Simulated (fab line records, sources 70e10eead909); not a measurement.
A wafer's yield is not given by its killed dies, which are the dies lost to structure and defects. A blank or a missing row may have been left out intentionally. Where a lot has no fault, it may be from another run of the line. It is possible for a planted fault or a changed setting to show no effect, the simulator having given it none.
fab line records | flow nandHarc
record lots=6 wafers=18 lastDay=32
route steps=1302 shown A_WL_FILL@954 END@1302
lots that met no fault: from a run of the same line without faults
startH: the number of hours between the record's first day and the start of the first shown wafer of the lot | waitH: how many hours have passed since the lot's step before this one | " the same as in the row above | L1.1+2: one row covering several wafers at once | - either no value or no given start | * or withheld: withheld | < > ~ a bound
route shown NAME@n: a module of which the file shows steps, and the number in the route of the first | usual: mean and standard deviation over wafers with no fault | same: alike in all rows | chamber/n: place in a boat | sites: readings site by site | _std_site: the values' standard deviation | _edge_site: the outer-site mean with the inner-site mean subtracted | radiusMm: for every site, how far away it sits from the centre of the wafer | mask NAME#n: copy n | behind: the tool/chamber that last shaped the wafer | hold: what put the lot on hold/how long, in hours/how the hold closed | device: the transistor (n, p or np) that didn't switch | end of line: at the end of the route, the tests of the same wafers | a step given without rows: its recipe and nothing more | killed: at the first sort, the dies lost to defects and structure; wafer yield is something else | map: a wafer's dies, marking killed ones x, the rest . and places with no die _
set.NAME: setting as actually run; set.NAME@STEP: the setting as run at that earlier step | model.NAME: the simulator's own value behind a step, which no gauge read
lots at selected steps of the route; one table per step, one row per wafer
services: from which hour (startH, from the record's first day; less than 0 if before it) a tool's chamber was out of use, for how many hours, and why
## steps
# step NHARC_A_WL_FILL_ALD_02
# recipe targetThkA=20 pulseTimeS=3 aldCycles=100 tempC=450 material=TiN
# usual heaterPowerW=1064/91 precursorPulseHeightRel=1.000/0.019
# columns lot.wafer tool chamber startH waitH heaterPowerW precursorPulseHeightRel
L473.4 aldMetal-03 3 477.06 0.1 974 1.015
L473.3 " 0 " " 1153 0.976
L473.5 " 3 " " 992 1.006
L478.2 aldMetal-03 2 545.79 0.2 1125 1.007
L478.4 " 3 " " 1022 1.000
L478.1 " 0 " " 1154 1.004
L480.4 aldMetal-04 3 558.27 0.1 1007 1.039
L480.1 " 1 " " 1217 0.995
L480.3 " 2 " " 983 1.022
L484.2 aldMetal-03 1 603.30 0.2 1148 1.010
L484.1 " 0 " " 1150 0.999
L484.5 " 1 " " 1205 1.006
L490.2 aldMetal-01 3 653.04 0.2 948 0.990
L490.6 " 2 " " 1048 1.044
L490.5 " 3 " " 961 0.994
L492.3 aldMetal-04 2 673.58 0.1 988 1.018
L492.1 " 3 " " 984 0.991
L492.2 " 1 " " 1164 0.986
# step NHARC_A_WL_FILL_CVD_03
# recipe targetThkA=400 tempC=300 pressureTorr=40 wf6FlowSccm=40 h2FlowSccm=1600 arFlowSccm=1560 timeS=279 material=W
# usual heaterPowerW=462/44 mfcArSccm=1559/4.9 throttleValvePct=7.89/0.28
# columns lot.wafer tool chamber startH waitH heaterPowerW mfcArSccm throttleValvePct
L473.3 cvdW-01 1 477.57 0.2 454 1566 7.70
L473.4 " 0 " " 407 1560 8.07
L473.5 " 1 " " 443 1564 7.68
L478.2 cvdW-01 0 546.23 0.1 409 1561 8.10
L478.1 " 1 " " 448 1563 7.76
L478.4 " 0 " " 411 1563 8.04
L480.1 cvdW-02 0 558.76 0.1 489 1568 8.24
L480.4 " 1 " " 525 1556 7.69
L480.3 " 0 " " 473 1565 8.06
L484.1 cvdW-01 0 603.74 0.1 405 1556 8.36
L484.2 " 1 " " 460 1563 7.60
L484.5 " 0 " " 406 1557 8.19
L490.2 cvdW-01 0 653.49 0.1 412 1560 8.32
L490.5 " 1 " " 448 1560 7.64
L490.6 " 0 " " 409 1562 7.84
L492.2 cvdW-01 1 674.01 0.1 455 1563 7.78
L492.1 " 0 " " 400 1560 8.11
L492.3 " 1 " " 451 1561 7.39
# step NHARC_A_WL_FILL_ETCHBACK_04
# recipe targetDepthA=600 timeS=120 chemistry=NF3
# step NHARC_A_WL_FILL_ETCHBACK_05
# recipe targetDepthA=220 timeS=60 tempC=40 chemistry=Cl2/BCl3
# usual drypumpMotorCurrentA=5.7/0.41 oesProductAu=0.998/0.01 runLengthS=81.3/0.39
# columns lot.wafer tool chamber startH waitH drypumpMotorCurrentA oesProductAu rfHoursCounterH runLengthS
L473.3 rieMetal-03 1 478.10 0.2 5.7 0.985 - 81.4
L473.4 " 0 " " 6.4 1.000 - 81.7
L473.5 " 0 " " 6.4 0.992 - 81.5
L478.2 rieMetal-01 1 546.85 0.2 6.0 0.993 2.7 81.7
L478.1 " 0 " " 5.5 0.994 2.6 81.3
L478.4 " 0 " " 5.5 0.993 - 81.2
L480.1 rieMetal-02 0 559.32 0.2 5.3 1.009 1.7 80.6
L480.3 " 0 " " 5.3 1.005 - 80.9
L480.4 " 1 " " 5.3 1.001 - 81.2
L484.2 rieMetal-01 0 604.37 0.2 5.5 0.997 0.2 81.2
L484.1 " 1 " " 6.0 0.997 0.2 81.8
L484.5 " 0 " " 5.5 1.003 - 81.8
L490.2 rieMetal-02 0 654.14 0.2 5.3 1.008 0.4 81.1
L490.5 " 1 " " 5.3 0.991 - 81.2
L490.6 " 0 " " 5.3 0.989 - 81.1
L492.2 rieMetal-01 1 674.62 0.2 6.0 0.970 1.7 81.7
L492.1 " 0 " " 5.5 1.001 1.7 81.2
L492.3 " 1 " " 6.0 0.983 - 81.8
# step NHARC_A_WL_FILL_STRIP_27
# recipe powerW=1500 tempC=250 timeS=20 chemistry=N2/H2
# step NHARC_A_WL_FILL_STRIP_28
# recipe timeS=1200 tempC=72.5 chemistry=postEtchResidueRemover
# step NHARC_A_WL_FILL_PRECLEAN_06
# recipe timeS=300 chemistry=DIW
# step NHARC_A_WL_FILL_SRD_07
# step NHARC_A_WL_FILL_ANNEAL_08
# recipe tempC=450 timeS=1800
# step NHARC_A_WL_FILL_ALD_10
# recipe targetThkA=500 pulseTimeS=10 aldCycles=500 tempC=300 material=SiO2
# usual heaterPowerW=455/40 precursorPulseHeightRel=0.998/0.02
# columns lot.wafer tool chamber startH waitH heaterPowerW precursorPulseHeightRel
L473.3 aldHk-04 2 485.39 0.6 467 1.051
L473.4 " 3 " " 469 0.992
L473.5 " 2 487.46 2.6 465 1.004
L478.2 aldHk-04 1 552.02 0.1 467 1.035
L478.4 " 2 " " 459 0.996
L478.1 " 0 553.58 1.6 419 0.992
L480.4 aldHk-02 3 564.84 0.0 386 0.989
L480.3 " 0 " " 579 0.986
L480.1 " 2 566.40 1.6 455 0.989
L484.2 aldHk-02 1 609.77 0.1 450 0.997
L484.1 " 3 610.80 1.1 383 0.993
L484.5 " 1 611.83 2.1 437 0.994
L490.2 aldHk-02 2 658.99 0.1 466 1.010
L490.5 " 2 663.03 4.1 465 1.039
L490.6 " 3 664.04 5.1 408 0.980
L492.1 aldHk-03 0 680.99 0.6 465 0.965
L492.3 " 1 " " 433 1.003
L492.2 " 2 " " 470 1.023
# step NHARC_A_WL_FILL_ETCHBACK_16
# recipe targetDepthA=1200 timeS=24 c4f8FlowSccm=withheld o2FlowSccm=8 arFlowSccm=withheld rfW=600 biasW=800 chemistry=C4F8/O2/Ar
# usual oesProductAu=0.97/0.034 rfVppV=724/5 runLengthS=45.4/0.32
# columns lot.wafer tool chamber startH waitH oesProductAu rfHoursCounterH rfVppV runLengthS
L473.3 rieDiel-12 2 489.53 - 1.00 2.8 729 45.4
L473.4 " 3 " " 0.99 2.8 723 45.7
L473.5 " 3 " " 1.00 - 721 45.2
L478.1 rieDiel-13 2 556.73 - 0.92 0.6 718 45.8
L478.4 " 3 " " 0.92 0.5 730 45.4
L478.2 " 0 " " 0.92 0.7 723 45.2
L480.3 rieDiel-09 2 569.51 - 0.99 1.9 720 45.3
L480.1 " 3 " " 1.00 1.9 716 45.0
L480.4 " 0 " " 1.01 1.1 718 45.5
L484.1 rieDiel-12 3 614.40 - 1.00 9.6 722 45.8
L484.2 " 1 " " 1.00 9.8 724 44.9
L484.5 " 0 " " 1.01 - 728 45.8
L490.2 rieDiel-09 0 666.64 - 1.00 3.3 718 30.3
L490.6 " 1 " " 0.93 - 724 30.5
L490.5 " 2 " " 0.93 - 719 29.9
L492.3 rieDiel-09 3 685.14 - 1.02 0.0 716 30.3
L492.1 " 0 " " 1.01 0.0 720 30.6
L492.2 " 1 " " 1.00 0.0 726 30.2
# step NHARC_A_WL_FILL_STRIP_29
# recipe timeS=20 o2FlowSccm=500 arFlowSccm=0 biasW=0 chemistry=O2
# usual drypumpMotorCurrentA=5.6/0.4 mfcArSccm=0.003/0.0073 oesProductAu=0.998/0.0093 rfVppV=57.8/0.88 showerheadPlenumPTorr=3.56/0.17 throttleValvePct=17.037/0.0096
# columns lot.wafer tool chamber startH waitH drypumpMotorCurrentA mfcArSccm oesProductAu rfHoursCounterH rfVppV showerheadPlenumPTorr throttleValvePct
L473.4 rieDiel-12 2 489.64 0.1 5.7 0 0.995 2.8 57.9 3.73 17.040
L473.3 " 3 " " 5.2 0 1.003 2.8 58.0 3.50 17.044
L473.5 " 1 " " 4.7 0 1.000 - 58.6 3.59 17.045
L478.1 rieDiel-13 3 556.82 0.1 5.8 0.020 0.988 0.5 58.0 3.76 17.052
L478.2 " 0 " " 5.1 0 0.984 0.7 58.8 3.55 17.036
L478.4 " 2 " " 5.7 0 0.993 0.6 57.5 3.33 17.051
L480.1 rieDiel-09 1 569.60 0.1 6.2 0 1.013 2.0 57.9 3.58 17.029
L480.3 " 2 " " 6.1 0 1.000 1.9 57.4 3.42 17.044
L480.4 " 3 " " 5.5 0 1.010 1.9 55.9 3.30 17.020
L484.2 rieDiel-12 1 614.50 0.1 4.7 0 0.994 9.8 57.8 3.58 17.027
L484.1 " 0 " " 5.7 0.018 1.001 8.8 56.8 3.68 17.030
L484.5 " 2 " " 5.8 0 0.994 - 57.2 3.72 17.039
L490.2 rieDiel-09 1 666.71 0.1 6.2 0 1.011 4.7 58.8 3.58 17.036
L490.5 " 0 " " 5.9 0 1.006 - 57.4 3.37 17.031
L490.6 " 1 " " 6.2 0 1.021 - 57.4 3.58 17.055
L492.2 rieDiel-09 3 685.24 0.1 5.5 0 1.022 0.1 57.1 3.29 17.033
L492.3 " 0 " " 5.9 0 1.007 0.0 57.9 3.37 17.025
L492.1 " 1 " " 6.2 0 1.000 0.0 59.2 3.58 17.046
# step NHARC_END_SORT_01
# recipe tempC=25
# usual killedAtArray=64/16 killedAtOther=1.0/1.1 killedAtPeriphery=3.5/2.3 killedDies=69/17 killedOpen=3.2/1.6 killedShort=2.4/1.6
# same grossDies=677
# columns lot.wafer tool chamber startH waitH killedAtArray killedAtOther killedAtPeriphery killedDies killedOpen killedShort
L473.3 prober-02 0 577.35 3.1 49 2 0 51 4 2
L473.4 prober-02 0 578.16 3.4 49 2 2 53 3 1
L473.5 prober-02 0 578.96 3.7 49 0 4 53 4 2
L490.2 prober-01 0 763.18 2.8 673 0 3 676 6 4
L490.5 prober-01 0 765.55 3.7 675 1 1 677 6 2
L490.6 prober-01 0 766.34 4.0 673 0 4 677 3 1
L492.1 prober-01 0 772.28 2.5 672 1 4 677 3 7
L492.2 prober-01 0 773.09 2.8 673 3 1 677 2 1
L492.3 prober-01 0 773.90 3.1 674 3 0 677 3 0
# killed by level:class
L473.3 A_CHANNEL_HOLE_D2:chamberFilmFlake=34 A_CHANNEL_HOLE_D1:chamberFilmFlake=3 A_STAIRCASE:chamberFilmFlake=3 A_DECK1_JOINT:geometricParticle:open=2 A_SGD_CUT:geometricParticle:open=2 THIN_TSV:chamberFilmFlake=2 A_ONON_D2:geometricParticle:short=1 A_CONTACT:geometricParticle:short=1
L473.4 A_CHANNEL_HOLE_D2:chamberFilmFlake=38 A_CHANNEL_HOLE_D1:chamberFilmFlake=3 A_CONTACT:chamberFilmFlake=3 THIN_TSV:chamberFilmFlake=2 P_GATE:geometricParticle:open=1 P_M1:geometricParticle:short=1 A_CHANNEL_FILL_D1:geometricParticle:open=1 A_DECK1_JOINT:geometricParticle:open=1
L473.5 A_CHANNEL_HOLE_D2:chamberFilmFlake=31 A_STAIRCASE:chamberFilmFlake=5 A_CONTACT:chamberFilmFlake=4 A_ZERO_WELL:chamberFilmFlake=2 A_CHANNEL_FILL_D1:chamberFilmFlake=2 P_CONTACT:geometricParticle:short=1 P_CONTACT:geometricParticle:open=1 A_DECK1_JOINT:geometricParticle:open=1
L490.2 A_WL_FILL:areaEtchback=592 A_CHANNEL_HOLE_D2:chamberFilmFlake=27 A_CHANNEL_HOLE_D1:chamberFilmFlake=22 A_SLIT:chamberFilmFlake=8 A_STAIRCASE:chamberFilmFlake=8 A_CONTACT:chamberFilmFlake=3 A_CHANNEL_FILL_D2:geometricParticle:open=2 A_ZERO_WELL:chamberFilmFlake=2
L490.5 A_WL_FILL:areaEtchback=604 A_CHANNEL_HOLE_D2:chamberFilmFlake=26 A_CHANNEL_HOLE_D1:chamberFilmFlake=12 A_STAIRCASE:chamberFilmFlake=8 A_SLIT:chamberFilmFlake=6 A_CONTACT:chamberFilmFlake=5 A_CHANNEL_FILL_D2:chamberFilmFlake=3 A_CHANNEL_FILL_D2:geometricParticle:open=2
L490.6 A_WL_FILL:areaEtchback=596 A_CHANNEL_HOLE_D2:chamberFilmFlake=34 A_CHANNEL_HOLE_D1:chamberFilmFlake=12 A_SLIT:chamberFilmFlake=9 A_STAIRCASE:chamberFilmFlake=7 A_CONTACT:chamberFilmFlake=5 A_ZERO_WELL:chamberFilmFlake=3 A_CHANNEL_FILL_D1:chamberFilmFlake=2
L492.1 A_WL_FILL:areaEtchback=584 A_CHANNEL_HOLE_D2:chamberFilmFlake=33 A_SLIT:chamberFilmFlake=26 A_CHANNEL_HOLE_D1:chamberFilmFlake=14 A_CONTACT:chamberFilmFlake=4 A_ONON_D1:geometricParticle:short=3 A_ONON_D2:geometricParticle:short=2 P_STI:chamberFilmFlake=2
L492.2 A_WL_FILL:areaEtchback=582 A_CHANNEL_HOLE_D2:chamberFilmFlake=36 A_SLIT:chamberFilmFlake=28 A_CONTACT:chamberFilmFlake=12 A_CHANNEL_HOLE_D1:chamberFilmFlake=11 THIN_TSV:chamberFilmFlake=3 A_CHANNEL_FILL_D1:geometricParticle:short=1 A_M0:geometricParticle:open=1
L492.3 A_WL_FILL:areaEtchback=597 A_SLIT:chamberFilmFlake=22 A_CHANNEL_HOLE_D2:chamberFilmFlake=17 A_CONTACT:chamberFilmFlake=15 A_CHANNEL_HOLE_D1:chamberFilmFlake=11 A_WL_FILL:chamberFilmFlake=4 A_STAIRCASE:chamberFilmFlake=3 THIN_TSV:chamberFilmFlake=3
# map L490.5 (x killed, . not)
____________x____________
_________xxxxxxx_________
_______xxxxxxxxxxx_______
______xxxxxxxxxxxxx______
_____xxxxxxxxxxxxxxx_____
____xxxxxxxxxxxxxxxxx____
____xxxxxxxxxxxxxxxxx____
___xxxxxxxxxxxxxxxxxxx___
___xxxxxxxxxxxxxxxxxxx___
__xxxxxxxxxxxxxxxxxxxxx__
__xxxxxxxxxxxxxxxxxxxxx__
_xxxxxxxxxxxxxxxxxxxxxxx_
_xxxxxxxxxxxxxxxxxxxxxxx_
_xxxxxxxxxxxxxxxxxxxxxxx_
_xxxxxxxxxxxxxxxxxxxxxxx_
_xxxxxxxxxxxxxxxxxxxxxxx_
xxxxxxxxxxxxxxxxxxxxxxxxx
xxxxxxxxxxxxxxxxxxxxxxxxx
xxxxxxxxxxxxxxxxxxxxxxxxx
xxxxxxxxxxxxxxxxxxxxxxxxx
xxxxxxxxxxxxxxxxxxxxxxxxx
_xxxxxxxxxxxxxxxxxxxxxxx_
_xxxxxxxxxxxxxxxxxxxxxxx_
_xxxxxxxxxxxxxxxxxxxxxxx_
_xxxxxxxxxxxxxxxxxxxxxxx_
_xxxxxxxxxxxxxxxxxxxxxxx_
__xxxxxxxxxxxxxxxxxxxxx__
__xxxxxxxxxxxxxxxxxxxxx__
___xxxxxxxxxxxxxxxxxxx___
___xxxxxxxxxxxxxxxxxxx___
____xxxxxxxxxxxxxxxxx____
____xxxxxxxxxxxxxxxxx____
_____xxxxxxxxxxxxxxx_____
______xxxxxxxxxxxxx______
_______xxxxxxxxxxx_______
_________xxxxxxx_________
____________x____________
# map L492.1 (x killed, . not)
____________x____________
_________xxxxxxx_________
_______xxxxxxxxxxx_______
______xxxxxxxxxxxxx______
_____xxxxxxxxxxxxxxx_____
____xxxxxxxxxxxxxxxxx____
____xxxxxxxxxxxxxxxxx____
___xxxxxxxxxxxxxxxxxxx___
___xxxxxxxxxxxxxxxxxxx___
__xxxxxxxxxxxxxxxxxxxxx__
__xxxxxxxxxxxxxxxxxxxxx__
_xxxxxxxxxxxxxxxxxxxxxxx_
_xxxxxxxxxxxxxxxxxxxxxxx_
_xxxxxxxxxxxxxxxxxxxxxxx_
_xxxxxxxxxxxxxxxxxxxxxxx_
_xxxxxxxxxxxxxxxxxxxxxxx_
xxxxxxxxxxxxxxxxxxxxxxxxx
xxxxxxxxxxxxxxxxxxxxxxxxx
xxxxxxxxxxxxxxxxxxxxxxxxx
xxxxxxxxxxxxxxxxxxxxxxxxx
xxxxxxxxxxxxxxxxxxxxxxxxx
_xxxxxxxxxxxxxxxxxxxxxxx_
_xxxxxxxxxxxxxxxxxxxxxxx_
_xxxxxxxxxxxxxxxxxxxxxxx_
_xxxxxxxxxxxxxxxxxxxxxxx_
_xxxxxxxxxxxxxxxxxxxxxxx_
__xxxxxxxxxxxxxxxxxxxxx__
__xxxxxxxxxxxxxxxxxxxxx__
___xxxxxxxxxxxxxxxxxxx___
___xxxxxxxxxxxxxxxxxxx___
____xxxxxxxxxxxxxxxxx____
____xxxxxxxxxxxxxxxxx____
_____xxxxxxxxxxxxxxx_____
______xxxxxxxxxxxxx______
_______xxxxxxxxxxx_______
_________xxxxxxx_________
____________x____________
## services
# columns tool chamber startH hours kind
rieMetal-02 - 454.00 9.0 pm
rieDiel-13 - 456.43 0.1 repair
aldHk-04 - 466.77 2.1 repair
rieDiel-09 - 469.42 0.8 repair
aldMetal-04 - 474.00 10.0 pm
rieDiel-09 0 474.54 44.7 repair
rieMetal-01 0 487.91 3.3 repair
rieDiel-09 - 497.13 9.0 pm
rieDiel-12 - 498.26 2.2 repair
rieDiel-13 2 508.51 3.1 repair
rieDiel-13 - 519.00 9.0 pm
rieDiel-09 0 522.43 21.1 repair
aldHk-02 - 527.01 10.0 pm
rieDiel-12 0 540.41 19.7 repair
cvdW-01 - 547.00 13.0 pm
aldMetal-04 - 550.58 1.8 repair
cvdW-01 1 567.79 15.2 repair
aldMetal-03 - 571.11 10.0 pm
rieMetal-01 - 575.00 9.0 pm
aldMetal-04 1 599.12 26.5 repair
rieMetal-01 - 618.25 0.4 repair
rieDiel-12 - 622.40 9.0 pm
rieDiel-12 3 633.97 1.4 repair
rieDiel-09 - 674.13 9.0 pm
## key
firstSign step=NHARC_A_WL_FILL_ETCHBACK_16 reading=runLengthS direction=down sigmas=47 usual=* struck=*
effect step=NHARC_END_SORT_01 reading=killedAtArray direction=up sigmas=37 usual=64 struck=673
moreKillsBornAt NHARC_A_WL_FILL_ETCHBACK_16@rieDiel-09=3555
metAt NHARC_A_WL_FILL_ETCHBACK_16
struckWafers L490.2,L490.5,L490.6,L492.1,L492.2,L492.3
laterRowsLeftOut L490.2,L490.5,L490.6,L492.1,L492.2,L492.3
testerLeftOut L490,L492
onsetBetween 569.51 666.64
fault kind=processParameterDrift tool=rieDiel-09 chamber=- onsetH=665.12 steps=NHARC_A_WL_FILL_ETCHBACK_16 channel=timeS offset=* shape=step endH=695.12 actsIn=* stated=*
# testerLeftOut: of these lots the tester's yield and bins aren't shown, on N5 and GAA mostly nor the transistor test; their killed dies are dies lost to structure and defects alone, not to doping, threshold or leakage, so they don't give the yield
# laterRowsLeftOut: the simulator's readings of these wafers behind a module that went badly wrong aren't trusted and aren't shown, but for the sort
